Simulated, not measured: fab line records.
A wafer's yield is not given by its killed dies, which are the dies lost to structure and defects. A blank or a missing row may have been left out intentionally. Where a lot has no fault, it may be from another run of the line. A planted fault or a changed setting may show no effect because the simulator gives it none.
Check of tool commonality | flow nandHarc | Sampled: 11 lots, 33 wafers

WHAT PROMPTED THE OPENING
At NHARC_P_CONTACT_CD_MEAS_12 the reading cdNm is flagged on 2 of 11 lots. No-fault wafers: 90.3 nm, standard deviation 0.7.
Rule: a lot gets a flag if all its wafers with a number sit over 4 standard deviations from that mean, or if no wafer of it has a number. All remaining lots are regarded as sound.

lot  | measured     | on       | cdNm (nm), wafer by wafer | flag
L975 | day 6 12:46  | cdSem-01 | 89.4 89.1 89.4            | 
L978 | day 8 07:20  | cdSem-02 | 91.0 89.7 90.9            | 
L979 | day 8 08:10  | cdSem-02 | 90.5 90.7 90.0            | 
L980 | day 8 21:07  | cdSem-03 | 90.0 90.7 91.5            | 
L981 | day 9 03:07  | cdSem-01 | 90.1 89.1 90.1            | 
L984 | day 10 11:07 | cdSem-01 | 91.8 91.6 91.7            | 
L985 | day 10 15:03 | cdSem-02 | 90.6 90.1 89.5            | 
L991 | day 13 06:58 | cdSem-02 | 82.7 82.9 83.7            | FLAGGED
L992 | day 13 21:37 | cdSem-02 | 84.5 84.1 83.0            | FLAGGED
L995 | day 14 22:32 | cdSem-01 | 90.1 90.0 90.0            | 
L996 | day 15 14:51 | cdSem-02 | 91.2 90.8 90.2            | 
Average over the flagged lots: 83.5 nm; offset from the usual -6.8 nm, equal to -10 standard deviations.

TOOL THAT RAN EACH LOT
The record holds 2 process steps before the reading, out of a route of 1302 steps. Every cell lists first the tool, next ch and the chambers used by the sampled wafers, and last the start.
lot  | flag    | NHARC_P_GATE_RTA_80             | NHARC_P_CONTACT_PEB_10
L975 |         | rtpAnneal-01 ch 0, day 6 10:35  | lithoTrack-01 ch 0, day 6 12:41
L978 |         | rtpAnneal-02 ch 0, day 8 05:05  | lithoTrack-06 ch 0, day 8 07:15
L979 |         | rtpAnneal-01 ch 0, day 8 05:54  | lithoTrack-04 ch 0, day 8 08:05
L980 |         | rtpAnneal-02 ch 0, day 8 18:35  | lithoTrack-04 ch 0, day 8 21:02
L981 |         | rtpAnneal-01 ch 0, day 9 00:52  | lithoTrack-06 ch 0, day 9 03:02
L984 |         | rtpAnneal-01 ch 0, day 10 08:49 | lithoTrack-04 ch 0, day 10 11:02
L985 |         | rtpAnneal-02 ch 0, day 10 12:54 | lithoTrack-01 ch 0, day 10 14:59
L991 | FLAGGED | rtpAnneal-02 ch 0, day 13 04:35 | lithoTrack-01 ch 0, day 13 06:53
L992 | FLAGGED | rtpAnneal-02 ch 0, day 13 19:25 | lithoTrack-01 ch 0, day 13 21:32
L995 |         | rtpAnneal-01 ch 0, day 14 20:23 | lithoTrack-06 ch 0, day 14 22:27
L996 |         | rtpAnneal-02 ch 0, day 15 12:23 | lithoTrack-04 ch 0, day 15 14:46
These steps, and what they do:
- NHARC_P_GATE_RTA_80: time 30 s.
- NHARC_P_CONTACT_PEB_10: peb time 65 s.
- NHARC_P_CONTACT_CD_MEAS_12: target cd 90 nm.

FLAGGED AGAINST TOTAL, ONE TOOL AT A TIME (gauges that did the reading follow at the end)
step                       | tool          | lots run | flagged | share of the flagged lots | sound lots run after its first flagged lot
NHARC_P_GATE_RTA_80        | rtpAnneal-01  | 5        | 0       | none                      | -
NHARC_P_GATE_RTA_80        | rtpAnneal-02  | 6        | 2       | all                       | 1 (L996)
NHARC_P_CONTACT_PEB_10     | lithoTrack-01 | 4        | 2       | all                       | 0
NHARC_P_CONTACT_PEB_10     | lithoTrack-04 | 4        | 0       | none                      | -
NHARC_P_CONTACT_PEB_10     | lithoTrack-06 | 3        | 0       | none                      | -
NHARC_P_CONTACT_CD_MEAS_12 | cdSem-01      | 4        | 0       | none                      | -
NHARC_P_CONTACT_CD_MEAS_12 | cdSem-02      | 6        | 2       | all                       | 1 (L996)
NHARC_P_CONTACT_CD_MEAS_12 | cdSem-03      | 1        | 0       | none                      | -

WHAT IS ALLOWED BY THE TABLE
Every flagged lot was run by 3 rows of the table: rtpAnneal-02 at NHARC_P_GATE_RTA_80, lithoTrack-01 at NHARC_P_CONTACT_PEB_10 and cdSem-02 at NHARC_P_CONTACT_CD_MEAS_12.
- rtpAnneal-02 at NHARC_P_GATE_RTA_80 ran 6 lots, 2 of them flagged. Sound lots followed the first flagged one (L996) on it, something a lasting fault affecting the whole tool could not allow.
- lithoTrack-01 at NHARC_P_CONTACT_PEB_10 ran 4 lots, 2 of them flagged. Its last sound lot is L985 (day 10 14:59), its first flagged lot L991 (day 13 06:53): a fault that began between those two fits. Its own readings lie more than 4 standard deviations out on every wafer of the flagged lots: heaterPowerTotalW, plateTempC.
- cdSem-02 at NHARC_P_CONTACT_CD_MEAS_12 ran 6 lots, 2 of them flagged. Sound lots followed the first flagged one (L996) on it, something a lasting fault affecting the whole tool could not allow.
lithoTrack-01 at NHARC_P_CONTACT_PEB_10 is the single tool remaining.

WHAT THE SIMULATOR HAD INSERTED
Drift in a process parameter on lithoTrack-01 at NHARC_P_CONTACT_PEB_10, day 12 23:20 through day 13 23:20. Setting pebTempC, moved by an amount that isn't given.
Struck lots among those shown: L991, L992. The rule above reached the same finding.
